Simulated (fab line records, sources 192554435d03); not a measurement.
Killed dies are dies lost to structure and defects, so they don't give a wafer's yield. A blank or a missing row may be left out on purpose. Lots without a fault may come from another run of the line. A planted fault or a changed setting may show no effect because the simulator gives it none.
Split-lot experiment | flow n5_finfet | 7 lots, 21 wafers read, on a route of 1938 steps

THE SPLIT
At N5_BEOL_M0_ETCH_138 (etches SiCN in CH3F/O2, target depth 12 nm, time 31.6 s), the setting source_w was moved away from the recipe's 395 W on 7 of the 21 wafers read, by -9.4% to +16.5%. The other wafers ran this setting at the recipe's value.

The reading is taken at the split's own step.

THE READING
rf_vpp_V, in V, at N5_BEOL_M0_ETCH_138 (etches SiCN in CH3F/O2, target depth 12 nm, time 31.6 s). Fault-free wafers of this fab line usually give 297.9 V, standard deviation 1.5 V.

wafer  | tool, chamber at the split | source_w as run, W | against the recipe | rf_vpp_V, V | against lot-mates on the recipe
L076.1 | rie_diel-03, 0             | 425.2              | +7.6%              | 291.7       | -7.2
L076.4 | rie_diel-03, 2             | 425.2              | +7.6%              | 291.0       | -7.9
L076.5 | rie_diel-03, 0             | 395                | recipe             | 298.9       | -
L084.1 | rie_diel-01, 2             | 395                | recipe             | 296.8       | -
L084.4 | rie_diel-01, 1             | 395                | recipe             | 298.0       | -
L084.5 | rie_diel-01, 0             | 395                | recipe             | 296.6       | -
L085.1 | rie_diel-04, 3             | 395                | recipe             | 299.6       | -
L085.3 | rie_diel-04, 2             | 395                | recipe             | 296.3       | -
L085.5 | rie_diel-04, 3             | 395                | recipe             | 299.2       | -
L086.2 | rie_diel-03, 0             | 395                | recipe             | 298.0       | -
L086.4 | rie_diel-03, 1             | 395                | recipe             | 296.9       | -
L086.5 | rie_diel-03, 2             | 358                | -9.4%              | 307.0       | +9.6
L088.1 | rie_diel-03, 0             | 460.3              | +16.5%             | 284.4       | -15.1
L088.4 | rie_diel-03, 1             | 460.3              | +16.5%             | 282.5       | -17.0
L088.6 | rie_diel-03, 0             | 395                | recipe             | 299.5       | -
L089.2 | rie_diel-04, 3             | 395                | recipe             | 299.2       | -
L089.3 | rie_diel-04, 0             | 395                | recipe             | 297.4       | -
L089.6 | rie_diel-04, 0             | 395                | recipe             | 298.9       | -
L091.1 | rie_diel-03, 0             | 426.2              | +7.9%              | 292.6       | -5.7
L091.4 | rie_diel-03, 3             | 426.2              | +7.9%              | 291.3       | -7.0
L091.6 | rie_diel-03, 3             | 395                | recipe             | 298.3       | -

THE FIT
A straight line over all 21 wafers: rf_vpp_V changes by -0.884 V for each +1% of source_w; r = -0.98; the points scatter about the line by 1.1 V.
The same after taking each lot's own level away (the mean of its wafers on the recipe; 21 wafers): -0.961 V for each +1%; r = -0.99; scatter 0.92 V.
On that fit, the largest move of source_w shifts the reading by 16 V.
The lots' own levels span 297.13 to 299.50 V, that is 1.6 times the standard deviation above.
So the lot-to-lot level changes the slope little: the two slopes agree.
Check: with one of the wafers moved furthest among these (+16.5%) left out of the fit, the line predicts -16.1 V for it against its lot-mates. It came out at -15.1 V against them.
Tool readings at the split's step, against how far the setting was moved: rf_vpp_V r = -0.98.

OTHER SPLITS ON THESE WAFERS
These wafers also went through other splits before the reading. Each is held against what the fit with the lots' levels taken away leaves over:
other split on the same wafers            | wafers away from the commonest value | r with rf_vpp_V (lot level and that fit taken away)
N5_BEOL_M0_SAQP_SPACER1_ALD_98 ald_cycles | 7                                    | -0.21
N5_BEOL_M0_CUTY_ETCH_63 time_s            | 6                                    | -0.17

THE FILE'S OWN FIT
rf_vpp_V changes by -0.958 V for each +1% of source_w, r = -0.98.
